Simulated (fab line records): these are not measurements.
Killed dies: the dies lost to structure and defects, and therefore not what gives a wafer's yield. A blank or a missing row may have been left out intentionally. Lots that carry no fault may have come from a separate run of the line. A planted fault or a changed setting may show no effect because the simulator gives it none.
2 desks looking at one fault || flow n5Finfet || each desk holds nothing but its own numbers, with what lay behind them at the end

## FOR THE TOOL OWNER'S DESK: aldMetal-01
The tool's own readings at N5_HKMG_FIN_ALD_71 (deposits TiN, target thk 1 nm, pulse time 1 s, purge time 3 s): means of the sampled wafers that have a number, for each lot that ran on this tool. If a lot's mean is further than 4 standard deviations from the usual mean, the lot is out of limits and carries the mark OUT (the distance appears in the brackets).
Columns: A = heaterPowerW at N5_HKMG_FIN_ALD_71, usual 875 W; B = precursorPulseHeightRel at N5_HKMG_FIN_ALD_71, usual 1.001
{"lot": "L243", "first seen here": "day 4 05:43", "A": 931, "B": 0.980}
{"lot": "L248", "first seen here": "day 5 09:33", "A": 888, "B": 1.018}
{"lot": "L252", "first seen here": "day 6 15:29", "A": 897, "B": 1.019}
{"lot": "L253", "first seen here": "day 6 21:56", "A": 895, "B": 1.002}
{"lot": "L255", "first seen here": "day 7 07:45", "A": 904, "B": 1.015}
Result from this desk: across the 5 lots, nothing is out of limits.

## METROLOGY DESK
Means of the sampled wafers that have a number, per lot and without regard to the tool the lot ran on: this is what the gauges read. If a lot's mean is further than 4 standard deviations from the usual mean, the lot is out of limits and carries the mark OUT (the distance appears in the brackets).
Columns: A = PASS_OPEN_OVL at N5_PASSIVATION_OVL_MEAS_66, usual 4 nm
{"lot": "L243", "first seen here": "day 12 12:23", "A": 2}
{"lot": "L247", "first seen here": "day 12 23:08", "A": 2}
{"lot": "L249", "first seen here": "day 12 23:55", "A": 2}
{"lot": "L246", "first seen here": "day 13 00:25", "A": 3}
{"lot": "L248", "first seen here": "day 13 02:25", "A": 7}
{"lot": "L252", "first seen here": "day 13 19:22", "A": -2}
{"lot": "L250", "first seen here": "day 14 01:01", "A": -4}
{"lot": "L253", "first seen here": "day 15 02:14", "A": 2}
{"lot": "L255", "first seen here": "day 15 03:11", "A": -4}
{"lot": "L263", "first seen here": "day 17 02:31", "A": 3}
{"lot": "L266", "first seen here": "day 17 19:26", "A": 4}
Result from this desk: across the 11 lots, nothing is out of limits.

## PUT TOGETHER
Nothing out of limits was seen by the tool owner's desk.
Metrology desk: nothing out of limits seen.

## WHAT HAD BEEN PUT IN BY THE SIMULATOR
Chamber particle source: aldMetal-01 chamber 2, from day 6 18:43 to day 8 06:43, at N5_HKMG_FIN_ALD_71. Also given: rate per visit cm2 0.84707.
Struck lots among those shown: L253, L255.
